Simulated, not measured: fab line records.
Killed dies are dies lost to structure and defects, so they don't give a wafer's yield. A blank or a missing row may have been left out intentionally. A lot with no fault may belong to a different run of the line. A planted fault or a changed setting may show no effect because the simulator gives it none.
8D (eight disciplines) problem report, filled in by code || flow nandHarc || the parts of the form that need people (team, actions taken, sign-off) are left out

== 1. THE ISSUE ==
Mean of timeToEndpointS at NHARC_P_M2_CMP_23: 14.4 s over 2 wafers from 1 lot, against 28.9 s (standard deviation 1.9) on wafers with no fault. Measured from the usual mean, that is -7.6 standard deviations.
The step: polishes, t overpolish 20 s, target thk 144.3 nm.
The first sign was on wafer L337.3 at day 8 01:41, on cmp-03. The record has a number at this step for 33 wafers belonging to 11 lots. Rule for "out" (also "out of limits"): further than 4 standard deviations from the usual mean. Any other wafer with a number is counted as sound.

== 2. WHAT THIS IS AND IS NOT ==
{"question": "which readings at this step", "is": "timeToEndpointS", "is not": "motorCurrentA"}
{"question": "which lots", "is": "L337", "is not": "L334, L335, L336, L341, L349, L350, L351, L352, L353, L354"}
{"question": "which wafers of those lots", "is": "L337.3, L337.5", "is not": "L337.2"}
{"question": "read on which tools", "is": "cmp-03", "is not": "cmp-02, cmp-04"}
{"question": "when", "is": "from day 8 01:41", "is not": "up to then (10 sound wafers); but 21 sound wafers of L341, L349, L350, L351, L352, L353, L354 came after"}

== 3. WHAT RULES OUT EACH SUSPECT ==
Counting: a tool at a process step up to the reading stays a suspect if it ran every lot that is out. Sound lots after the first of them don't rule it out here, since some wafers of a struck lot are sound.
- rieDiel-08 at NHARC_P_M2_ETCH_15 (etches the open film in C4F8/Ar, target depth 182.5 nm, time 91.2 s): kept. L337, the lot that is out, went through it at day 8 00:55; up to then, the latest sound lot through it was L336 at day 7 20:10. NHARC_P_M2_ETCH_15 gives no start for some lots, so the hours and the order of its lots are those of NHARC_P_M2_ECD_22.
- rieDiel-03 at NHARC_P_M2_ETCH_28 (etches the open film in CF4/N2, target depth 30 nm, time 72.99 s): kept. L337, the lot that is out, went through it at day 8 00:55; up to then, the latest sound lot through it was L336 at day 7 20:10. NHARC_P_M2_ETCH_28 gives no start for some lots, so the hours and the order of its lots are those of NHARC_P_M2_ECD_22.
- ecdCu-02 at NHARC_P_M2_ECD_22 (material Cu, target thk 400 nm): kept. L337, the lot that is out, went through it at day 8 00:55; up to then, the latest sound lot through it was L336 at day 7 20:10.
- cmp-03 at NHARC_P_M2_CMP_23 (polishes, t overpolish 20 s, target thk 144.3 nm): kept. It ran the lot that is out, L337 (day 8 01:41). Its own timeToEndpointS readings are out on those wafers.
- Within rieDiel-08 at NHARC_P_M2_ETCH_15: the wafers that are out ran in chambers 1, 2; their sound lot-mates ran in chamber 3.
- Within rieDiel-03 at NHARC_P_M2_ETCH_28: the wafers that are out ran in chambers 0, 2; their sound lot-mates ran in chamber 1.
- Within cmp-03 at NHARC_P_M2_CMP_23: the wafers that are out ran in chambers 1, 3; their sound lot-mates ran in chamber 0.
Left after counting: rieDiel-08 at NHARC_P_M2_ETCH_15, rieDiel-03 at NHARC_P_M2_ETCH_28, ecdCu-02 at NHARC_P_M2_ECD_22, cmp-03 at NHARC_P_M2_CMP_23.

== 4. THE CAUSE (what the simulator had put in) ==
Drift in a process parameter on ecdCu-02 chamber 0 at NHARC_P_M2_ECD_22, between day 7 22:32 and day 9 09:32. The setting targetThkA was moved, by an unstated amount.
Of the 4 suspects that counting leaves, this tool is one.

== 5. SEQUENCE OF EFFECTS, ordered by route ==
Each row: a reading whose mean over the struck wafers that have a number lies more than 3 standard deviations from the usual. Only readings for which the record gives a usual standard deviation are gone through. hours: the time from each lot's start at the first step in this table that gives one to its start at this step, as a median over the lots. sigmas: the change in usual standard deviations.
{"hours": 0, "step": "NHARC_P_M2_CMP_23", "reading": "timeToEndpointS", "usual": "28.9 s", "on struck wafers": 14.4, "change": -14.4, "sigmas": -7.6}
Process steps it contains:
- NHARC_P_M2_CMP_23: polishes, t overpolish 20 s, target thk 144.3 nm.

== 6. WHAT WOULD HAVE CAUGHT IT SOONER ==
In this record the first reading out of limits was taken at day 8 01:41, 3 hours after the fault began at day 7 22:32.
By day 8 01:41 the whole set of lots that are out, 1 in number, had already begun NHARC_P_M2_ECD_22 on ecdCu-02. Had the tool been put on hold then, not one of them would have been saved.
